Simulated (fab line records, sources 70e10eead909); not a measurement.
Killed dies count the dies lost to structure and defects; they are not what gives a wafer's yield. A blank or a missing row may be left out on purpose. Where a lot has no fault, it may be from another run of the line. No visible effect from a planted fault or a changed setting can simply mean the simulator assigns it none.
Which of the tools did it? + flow nandHarc + 42 wafers from 14 lots sampled at 5 of the route's 1159 steps

## WHAT THE GAUGES SHOWED, per wafer
NHARC_A_BONDPAD_OVL_MEAS_35. Usual: overlayXNm -1 nm, standard deviation 6.3; overlayYNm 1 nm, standard deviation 7.
| lot  | measured     | on         | overlayXNm (nm) | overlayYNm (nm) | flag |
|------|--------------|------------|-----------------|-----------------|------|
| L966 | day 18 01:32 | overlay-01 | 8 9 9           | -3 -4 -3        |      |
| L965 | day 18 02:49 | overlay-01 | 8 8 9           | 3 3 3           |      |
| L969 | day 18 05:44 | overlay-02 | -2 -3 -2        | -2 -3 -2        |      |
| L968 | day 18 11:21 | overlay-02 | 8 9 8           | 6 6 6           |      |
| L970 | day 19 00:47 | overlay-01 | -6 -7 -6        | 1 0 1           |      |
| L974 | day 19 18:16 | overlay-02 | -6 -7 -6        | -6 -6 -6        |      |
| L973 | day 20 00:30 | overlay-02 | -12 -11 -11     | 6 6 6           |      |
| L977 | day 21 00:26 | overlay-01 | 6 6 6           | -11 -11 -11     |      |
| L981 | day 21 20:01 | overlay-02 | -10 -9 -9       | 4 4 4           |      |
| L982 | day 21 22:39 | overlay-02 | -4 -4 -4        | -5 -5 -5        |      |
| L985 | day 22 10:13 | overlay-01 | -7 -7 -6        | -3 -3 -3        |      |
| L988 | day 22 20:37 | overlay-02 | 5 5 5           | 11 11 11        |      |
| L987 | day 23 07:25 | overlay-02 | -5 -4 -4        | 14 14 14        |      |
| L986 | day 23 18:38 | overlay-02 | -3 -3 -4        | 0 0 0           |      |

NHARC_END_SORT_01. Usual: killedAtArray 28, standard deviation 11; killedAtOther 0.8, standard deviation 1.3; killedAtPeriphery 3.6, standard deviation 2.5; killedDies 32, standard deviation 11; killedOpen 3.0, standard deviation 1.8; killedShort 2.0, standard deviation 1.5.
| lot  | measured     | on        | killedAtArray | killedAtOther | killedAtPeriphery | killedDies | killedOpen | killedShort | flag |
|------|--------------|-----------|---------------|---------------|-------------------|------------|------------|-------------|------|
| L970 | day 21 12:53 | prober-02 | 97 107 60     | 0 1 1         | 8 3 2             | 105 111 63 | 4 3 0      | 5 5 2       | OFF  |
| L973 | day 21 22:28 | prober-01 | 121 70 64     | 0 0 0         | 2 6 5             | 123 76 69  | 0 2 2      | 0 3 2       | OFF  |

## WHAT TOOL EACH LOT RAN ON (gives the tool, then ch and the chambers of the sampled wafers, and finally the start)
| lot  | NHARC_A_CONTACT_ETCH_118           | NHARC_A_BONDPAD_DEGAS_25    | NHARC_THIN_TSV_STRIP_62             |
|------|------------------------------------|-----------------------------|-------------------------------------|
| L966 | harCapEtch-01 ch 0,1, day 16 09:07 | pvdSputter-02, day 18 02:37 | plasmaAsher-01 ch 0, day 19 18:25   |
| L965 | harCapEtch-02 ch 0,1, day 16 12:55 | pvdSputter-01, day 18 03:53 | plasmaAsher-01 ch 0,1, day 19 20:53 |
| L969 | harCapEtch-01 ch 0,1, day 16 19:57 | pvdSputter-02, day 18 10:53 | plasmaAsher-02 ch 0,1, day 19 22:38 |
| L968 | harCapEtch-03 ch 0,1, day 17 00:46 | pvdSputter-01, day 18 12:25 | plasmaAsher-02 ch 0,1, day 20 01:59 |
| L970 | harCapEtch-01 ch 0,1, day 17 14:37 | pvdSputter-02, day 19 01:51 | plasmaAsher-02 ch 0,1, day 20 03:04 |
| L974 | harCapEtch-03 ch 0,1, day 18 05:33 | pvdSputter-03, day 19 19:22 | plasmaAsher-02 ch 0,1, day 20 15:58 |
| L973 | harCapEtch-01 ch 0,1, day 18 16:22 | pvdSputter-01, day 20 01:37 | plasmaAsher-02 ch 0,1, day 20 23:43 |
| L977 | harCapEtch-03 ch 0,1, day 19 04:41 | pvdSputter-01, day 21 01:31 | plasmaAsher-02 ch 0,1, day 21 18:31 |
| L981 | harCapEtch-03 ch 0,1, day 20 03:25 | pvdSputter-02, day 21 21:05 | plasmaAsher-01 ch 0,1, day 22 14:44 |
| L982 | harCapEtch-02 ch 1, day 20 07:28   | pvdSputter-03, day 21 23:43 | plasmaAsher-02 ch 0,1, day 22 15:59 |
| L985 | harCapEtch-02 ch 0,1, day 21 00:08 | pvdSputter-03, day 22 11:18 | plasmaAsher-01 ch 0,1, day 23 07:12 |
| L988 | harCapEtch-02 ch 0,1, day 21 13:39 | pvdSputter-03, day 22 21:41 | plasmaAsher-01 ch 0,1, day 23 16:01 |
| L987 | harCapEtch-03 ch 0,1, day 21 17:47 | pvdSputter-01, day 23 08:29 | plasmaAsher-02 ch 0, day 24 03:50   |
| L986 | harCapEtch-01 ch 0,1, day 21 22:25 | pvdSputter-03, day 23 19:43 | plasmaAsher-02 ch 0,1, day 24 13:32 |
- NHARC_A_CONTACT_ETCH_118: etches the open film in C4F8/O2/Ar, time 94 s, target depth 922 nm.
- NHARC_A_BONDPAD_DEGAS_25: time 60 s.
- NHARC_THIN_TSV_STRIP_62: strips in N2/H2, time 20 s.

## AS READ BY THE TOOLS THEMSELVES (means over the sampled wafers that have a number; for cases with no such wafer, the mark the record gives instead)
NHARC_A_BONDPAD_DEGAS_25. Usual: heaterPowerW 490 W, standard deviation 40; susceptorTempC 300.02 C, standard deviation 0.18.
| lot  | tool          | heaterPowerW (W) | susceptorTempC (C) | flag |
|------|---------------|------------------|--------------------|------|
| L966 | pvdSputter-02 | 474              | 300.08             |      |
| L965 | pvdSputter-01 | 422              | -                  | OFF  |
| L969 | pvdSputter-02 | 503              | 300.05             |      |
| L968 | pvdSputter-01 | 439              | 299.98             |      |
| L970 | pvdSputter-02 | 509              | 300.15             |      |
| L974 | pvdSputter-03 | 513              | 299.99             |      |
| L973 | pvdSputter-01 | 452              | 300.07             |      |
| L977 | pvdSputter-01 | 434              | 299.92             |      |
| L981 | pvdSputter-02 | 500              | 300.03             |      |
| L982 | pvdSputter-03 | 523              | 299.95             |      |
| L985 | pvdSputter-03 | 496              | 300.05             |      |
| L988 | pvdSputter-03 | 497              | 300.03             |      |
| L987 | pvdSputter-01 | 453              | -                  | OFF  |
| L986 | pvdSputter-03 | 466              | 299.97             |      |

NHARC_THIN_TSV_STRIP_62. Usual: drypumpMotorCurrentA 6.0 A, standard deviation 0.4; heaterPowerW 319 W, standard deviation 12.
| lot  | tool           | drypumpMotorCurrentA (A) | heaterPowerW (W) | flag |
|------|----------------|--------------------------|------------------|------|
| L966 | plasmaAsher-01 | 5.5                      | 328              |      |
| L965 | plasmaAsher-01 | 6.0                      | 325              |      |
| L969 | plasmaAsher-02 | 6.2                      | 322              |      |
| L968 | plasmaAsher-02 | 6.2                      | 317              |      |
| L970 | plasmaAsher-02 | 6.2                      | 321              |      |
| L974 | plasmaAsher-02 | 5.9                      | 316              |      |
| L973 | plasmaAsher-02 | 5.9                      | 314              |      |
| L977 | plasmaAsher-02 | 6.2                      | 320              |      |
| L981 | plasmaAsher-01 | 6.0                      | 328              |      |
| L982 | plasmaAsher-02 | 6.2                      | 317              |      |
| L985 | plasmaAsher-01 | 6.0                      | 328              |      |
| L988 | plasmaAsher-01 | 6.0                      | 330              |      |
| L987 | plasmaAsher-02 | 6.4                      | 315              |      |
| L986 | plasmaAsher-02 | 6.2                      | 313              |      |

## THE ANSWER, worked out from the rows above alone
Rule: a lot counts as off when the mean over its wafers that have a number is more than 3 standard deviations away from the usual mean. Also off: a lot with no number at a reading for which 4 or more lots have one. All remaining lots with rows at the step are treated as sound. First the gauges in route order, then the tools' own readings, where a lot's mean is used as printed above. The first step at which some lot is off is used, and at that step the reading that is off furthest; a lot without a number counts as furthest.
Off at NHARC_END_SORT_01 (killedDies): L970, L973. Neither off nor sound, because the step has no rows for them: L966, L965, L969, L968, L974, L977, L981, L982, L985, L988, L987, L986.
A tool fits if, at a process step before that reading, it ran every lot that is off, and no sound lot after the first of them. Gauges at NHARC_END_SORT_01: tried the same way as those tools. This does not decide it: 2 tools fit, namely harCapEtch-01 at NHARC_A_CONTACT_ETCH_118 and plasmaAsher-02 at NHARC_THIN_TSV_STRIP_62.

## WHAT THE SIMULATOR HAD INSERTED
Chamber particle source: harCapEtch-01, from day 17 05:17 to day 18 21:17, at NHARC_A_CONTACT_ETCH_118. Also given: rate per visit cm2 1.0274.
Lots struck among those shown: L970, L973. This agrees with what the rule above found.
